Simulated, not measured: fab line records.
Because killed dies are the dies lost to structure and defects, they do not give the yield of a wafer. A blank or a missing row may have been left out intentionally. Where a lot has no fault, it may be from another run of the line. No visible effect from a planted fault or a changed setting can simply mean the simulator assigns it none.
8D (eight disciplines) problem report, filled in by code / flow n5Finfet / the parts of the form that need people (team, actions taken, sign-off) are left out

1. PROBLEM STATEMENT
timeToEndpointS at N5_BEOL_M0_CMP_120 reads a mean of 87.3 s on 4 wafers of 3 lots; wafers without a fault read 61.1 s with a standard deviation of 2.6. Relative to the usual mean, that is a shift of +10 standard deviations.
The step: polishes, stops on SiOC, t overpolish 6.9 s.
First observed at day 9 05:37: wafer L256.4, on cmp-02. The record holds 27 wafers of 10 lots with a number at this step. By rule, "out" or "out of limits" means more than 4 standard deviations away from the usual mean. Any other wafer with a number is counted as sound.

2. WHAT IT IS; WHAT IT IS NOT
question=which readings at this step | is=timeToEndpointS | is not=clearingPlatenRpm
question=which lots | is=L256, L257, L258 | is not=L243, L244, L245, L246, L247, L248, L263
question=which wafers of those lots | is=L256.4, L256.6, L257.6, L258.4 | is not=L257.1, L258.1
question=read on which tools | is=cmp-02, cmp-03 | is not=cmp-04
question=when | is=from day 9 05:37 | is not=up to then (18 sound wafers); but 5 sound wafers of L257, L258, L263 came after

3. THE SUSPECTS, EACH WITH WHAT RULES IT OUT
Counting: if a tool at a process step up to the reading ran every lot that is out, it stays a suspect. Sound lots after the first of them don't rule it out here, since some wafers of a struck lot are sound.
- ecdCu-02 at N5_BEOL_M0_ECD_118 (material Cu, target thk 300 nm): kept. Every lot that is out went through it, the first being L256 (day 9 05:11); the last sound lot it ran before that was L247 (day 6 21:34).
After counting, what remains is ecdCu-02 at N5_BEOL_M0_ECD_118.

4. THE CAUSE (what the simulator had put in)
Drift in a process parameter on ecdCu-02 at N5_BEOL_M0_ECD_118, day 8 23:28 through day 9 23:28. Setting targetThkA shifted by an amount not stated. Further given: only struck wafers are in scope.
Counting left only this tool.

5. THE EFFECT CHAIN, in route order
Each row: a reading whose mean over the struck wafers that have a number lies more than 3 standard deviations from the usual. Only readings for which the record gives a usual standard deviation are gone through. hours: the time from each lot's start at the first step in this table that gives one to its start at this step, as a median over the lots. sigmas: the change in usual standard deviations.
hours=0; step=N5_BEOL_M0_CMP_120; reading=timeToEndpointS; usual=61.1 s; on struck wafers=87.3; change=+26.2; sigmas=+10
Process steps it contains:
- N5_BEOL_M0_CMP_120: polishes, stops on SiOC, t overpolish 6.9 s.
Later steps that measure or inspect, where all struck wafers having a row at the step show a number for every such reading and not one has moved that far: N5_BEOL_M0_INSPECT_127, N5_BEOL_M4_RC_MEAS_101.

6. HOW IT WOULD HAVE BEEN CAUGHT EARLIER
First out-of-limits reading in this record: day 9 05:37, which is 6 hours after fault onset at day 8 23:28.
L257, L258, from the lots that are out (3), started N5_BEOL_M0_ECD_118 on ecdCu-02 later than day 9 05:37. A hold on the tool at that time would have spared those 2.
